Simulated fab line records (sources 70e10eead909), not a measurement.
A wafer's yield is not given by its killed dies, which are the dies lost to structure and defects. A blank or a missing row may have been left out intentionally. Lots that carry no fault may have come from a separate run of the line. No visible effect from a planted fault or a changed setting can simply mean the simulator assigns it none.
Chamber matching	flow nandHarc	rieDiel-02 running NHARC_A_STAIRCASE_TRIM_12: 4 sister chambers
The step chemistry O2, time 211.2 s. 4 wafers are shown with their chamber, then 12 later ones without.

== WAFERS WITH THEIR CHAMBER ==
wafer	chamber	showerheadPlenumPTorr (Torr)
L084.5	3	3.77
L091.1	0	3.42
L091.5	2	3.32
L091.6	1	3.52

== WAFERS WITH NO CHAMBER GIVEN ==
wafer	showerheadPlenumPTorr (Torr)
L092.2	3.75
L092.5	3.75
L092.6	3.32
L095.1	3.41
L095.2	3.31
L095.4	3.51
L095.3	3.75
L095.5	3.75
L095.6	3.31
L094.2	3.75
L094.5	3.75
L094.6	3.41

== WHICH CHAMBER EACH ONE RAN IN ==
wafer	from the rows above	in truth
L092.2	3	3
L092.5	3	3
L092.6	2	2
L095.1	0	0
L095.2	2	2
L095.4	1	1
L095.3	3	3
L095.5	3	3
L095.6	2	2
L094.2	3	3
L094.5	3	3
L094.6	0	0
Placed correctly: 12 of 12. Not placeable from these rows: 0. Wrongly placed: 0.
How it was worked out, from the rows above alone: a wafer's distance from a chamber is the root of the sum, over the readings, of the square of ((its reading less the chamber's mean) divided by the reading's scatter). If the next closest chamber is less than 2 further off than the closest, the wafer can't be placed; otherwise it belongs to the closest. Each chamber's mean is taken over the wafers shown for it. The scatter: root of mean squared gap, hidden wafer to nearest shown wafer, with one shown wafer a chamber.
